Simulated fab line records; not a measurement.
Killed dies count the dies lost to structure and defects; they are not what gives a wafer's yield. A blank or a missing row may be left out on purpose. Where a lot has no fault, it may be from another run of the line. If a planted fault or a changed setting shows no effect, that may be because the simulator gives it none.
Split-lot experiment :: flow n5_finfet :: 39 wafers read from 7 lots, route of 1938 steps

## ABOUT THE SPLIT
At N5_SD_EPI_P_ETCH_36 (etches SiARC in CF4, target depth 45.5 nm, time 75.8 s), the setting bias_w was moved away from the recipe's 36 W on 6 of the 39 wafers read, by +16.6% to +17.2%. The other wafers ran this setting at the recipe's value.

Reading taken at the split's own step.

## THE READING
rf_vpp_V, in V, at N5_SD_EPI_P_ETCH_36 (etches SiARC in CF4, target depth 45.5 nm, time 75.8 s). On this fab line, fault-free wafers typically give 184.0 V with a standard deviation of 1.1 V.

wafer: L075.1
tool, chamber at the split: rie_diel-04, 2
bias_w as run, W: 36
against the recipe: recipe
rf_vpp_V, V: 183.6
against lot-mates on the recipe: -

wafer: L075.2
tool, chamber at the split: rie_diel-04, 0
bias_w as run, W: 42.2
against the recipe: +17.2%
rf_vpp_V, V: 203.4
against lot-mates on the recipe: +18.9

wafer: L075.3
tool, chamber at the split: rie_diel-04, 1
bias_w as run, W: 42.2
against the recipe: +17.2%
rf_vpp_V, V: 205.0
against lot-mates on the recipe: +20.5

wafer: L075.4
tool, chamber at the split: rie_diel-04, 3
bias_w as run, W: 36
against the recipe: recipe
rf_vpp_V, V: 185.5
against lot-mates on the recipe: -

wafer: L075.5
tool, chamber at the split: rie_diel-04, 1
bias_w as run, W: 36
against the recipe: recipe
rf_vpp_V, V: 184.3
against lot-mates on the recipe: -

wafer: L075.6
tool, chamber at the split: rie_diel-04, 0
bias_w as run, W: 42.2
against the recipe: +17.2%
rf_vpp_V, V: 200.9
against lot-mates on the recipe: +16.4

wafer: L076.1
tool, chamber at the split: rie_diel-01, 3
bias_w as run, W: 36
against the recipe: recipe
rf_vpp_V, V: 184.0
against lot-mates on the recipe: -

wafer: L076.2
tool, chamber at the split: rie_diel-01, 2
bias_w as run, W: 36
against the recipe: recipe
rf_vpp_V, V: 183.9
against lot-mates on the recipe: -

wafer: L076.3
tool, chamber at the split: rie_diel-01, 1
bias_w as run, W: 36
against the recipe: recipe
rf_vpp_V, V: 183.4
against lot-mates on the recipe: -

wafer: L076.4
tool, chamber at the split: rie_diel-01, 1
bias_w as run, W: 36
against the recipe: recipe
rf_vpp_V, V: 184.5
against lot-mates on the recipe: -

wafer: L076.5
tool, chamber at the split: rie_diel-01, 3
bias_w as run, W: 36
against the recipe: recipe
rf_vpp_V, V: 184.8
against lot-mates on the recipe: -

wafer: L076.6
tool, chamber at the split: rie_diel-01, 2
bias_w as run, W: 36
against the recipe: recipe
rf_vpp_V, V: 183.3
against lot-mates on the recipe: -

wafer: L078.2
tool, chamber at the split: rie_diel-06, 3
bias_w as run, W: 36
against the recipe: recipe
rf_vpp_V, V: 182.2
against lot-mates on the recipe: -

wafer: L078.3
tool, chamber at the split: rie_diel-06, 2
bias_w as run, W: 36
against the recipe: recipe
rf_vpp_V, V: 186.9
against lot-mates on the recipe: -

wafer: L078.4
tool, chamber at the split: rie_diel-06, 2
bias_w as run, W: 36
against the recipe: recipe
rf_vpp_V, V: 184.2
against lot-mates on the recipe: -

wafer: L082.1
tool, chamber at the split: rie_diel-06, 3
bias_w as run, W: 36
against the recipe: recipe
rf_vpp_V, V: 182.2
against lot-mates on the recipe: -

wafer: L082.2
tool, chamber at the split: rie_diel-06, 0
bias_w as run, W: 36
against the recipe: recipe
rf_vpp_V, V: 185.0
against lot-mates on the recipe: -

wafer: L082.3
tool, chamber at the split: rie_diel-06, 1
bias_w as run, W: 36
against the recipe: recipe
rf_vpp_V, V: 184.0
against lot-mates on the recipe: -

wafer: L082.4
tool, chamber at the split: rie_diel-06, 2
bias_w as run, W: 36
against the recipe: recipe
rf_vpp_V, V: 185.5
against lot-mates on the recipe: -

wafer: L082.5
tool, chamber at the split: rie_diel-06, 3
bias_w as run, W: 36
against the recipe: recipe
rf_vpp_V, V: 182.3
against lot-mates on the recipe: -

wafer: L082.6
tool, chamber at the split: rie_diel-06, 2
bias_w as run, W: 36
against the recipe: recipe
rf_vpp_V, V: 183.8
against lot-mates on the recipe: -

wafer: L090.1
tool, chamber at the split: rie_diel-01, 2
bias_w as run, W: 36
against the recipe: recipe
rf_vpp_V, V: 185.2
against lot-mates on the recipe: -

wafer: L090.2
tool, chamber at the split: rie_diel-01, 1
bias_w as run, W: 36
against the recipe: recipe
rf_vpp_V, V: 183.0
against lot-mates on the recipe: -

wafer: L090.3
tool, chamber at the split: rie_diel-01, 3
bias_w as run, W: 36
against the recipe: recipe
rf_vpp_V, V: 184.5
against lot-mates on the recipe: -

wafer: L090.4
tool, chamber at the split: rie_diel-01, 0
bias_w as run, W: 36
against the recipe: recipe
rf_vpp_V, V: 183.7
against lot-mates on the recipe: -

wafer: L090.5
tool, chamber at the split: rie_diel-01, 3
bias_w as run, W: 36
against the recipe: recipe
rf_vpp_V, V: 184.4
against lot-mates on the recipe: -

wafer: L090.6
tool, chamber at the split: rie_diel-01, 0
bias_w as run, W: 36
against the recipe: recipe
rf_vpp_V, V: 184.9
against lot-mates on the recipe: -

wafer: L094.1
tool, chamber at the split: rie_diel-06, 0
bias_w as run, W: 41.96
against the recipe: +16.6%
rf_vpp_V, V: 204.5
against lot-mates on the recipe: +20.2

wafer: L094.2
tool, chamber at the split: rie_diel-06, 1
bias_w as run, W: 36
against the recipe: recipe
rf_vpp_V, V: 184.3
against lot-mates on the recipe: -

wafer: L094.3
tool, chamber at the split: rie_diel-06, 3
bias_w as run, W: 36
against the recipe: recipe
rf_vpp_V, V: 184.3
against lot-mates on the recipe: -

wafer: L094.4
tool, chamber at the split: rie_diel-06, 2
bias_w as run, W: 41.96
against the recipe: +16.6%
rf_vpp_V, V: 203.5
against lot-mates on the recipe: +19.2

wafer: L094.5
tool, chamber at the split: rie_diel-06, 1
bias_w as run, W: 36
against the recipe: recipe
rf_vpp_V, V: 184.2
against lot-mates on the recipe: -

wafer: L094.6
tool, chamber at the split: rie_diel-06, 0
bias_w as run, W: 41.96
against the recipe: +16.6%
rf_vpp_V, V: 203.3
against lot-mates on the recipe: +19.0

wafer: L095.1
tool, chamber at the split: rie_diel-01, 2
bias_w as run, W: 36
against the recipe: recipe
rf_vpp_V, V: 183.0
against lot-mates on the recipe: -

wafer: L095.2
tool, chamber at the split: rie_diel-01, 3
bias_w as run, W: 36
against the recipe: recipe
rf_vpp_V, V: 182.9
against lot-mates on the recipe: -

wafer: L095.3
tool, chamber at the split: rie_diel-01, 1
bias_w as run, W: 36
against the recipe: recipe
rf_vpp_V, V: 184.4
against lot-mates on the recipe: -

wafer: L095.4
tool, chamber at the split: rie_diel-01, 0
bias_w as run, W: 36
against the recipe: recipe
rf_vpp_V, V: 184.6
against lot-mates on the recipe: -

wafer: L095.5
tool, chamber at the split: rie_diel-01, 2
bias_w as run, W: 36
against the recipe: recipe
rf_vpp_V, V: 181.9
against lot-mates on the recipe: -

wafer: L095.6
tool, chamber at the split: rie_diel-01, 1
bias_w as run, W: 36
against the recipe: recipe
rf_vpp_V, V: 184.6
against lot-mates on the recipe: -

FIT RESULTS
A straight line over all 39 wafers: rf_vpp_V changes by +1.15 V for each +1% of bias_w; r = +0.99; the points scatter about the line by 1.2 V.
The same after taking each lot's own level away (the mean of its wafers on the recipe; 39 wafers): +1.13 V for each +1%; r = +0.99; scatter 1.1 V.
On that fit, the largest move of bias_w shifts the reading by 19 V.
Measured against the standard deviation above, the lots' own levels, which go from 183.57 to 184.47 V, span 0.8 times it.
The two slopes are in agreement: the lot-to-lot level therefore moves the slope only a little.
Check: for one of the wafers moved furthest among these (+17.2%), held out of the fit, the line's prediction against its lot-mates is +19.5 V. Against them it came out at +18.9 V.
Tool readings at the split's step, against how far the setting was moved: rf_vpp_V r = +0.99.

## THE OTHER SPLITS THESE WAFERS WENT THROUGH
Other splits were also applied to these wafers ahead of the reading. Each is held against what the fit with the lots' levels taken away leaves over:
other split on the same wafers: N5_DUMMY_GATE_EXPOSE_12 dose_mj
wafers away from the commonest value: 9
r with rf_vpp_V (lot level and that fit taken away): -0.12

## THE FILE'S OWN FIT
rf_vpp_V changes by +1.13 V for each +1% of bias_w, r = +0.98.
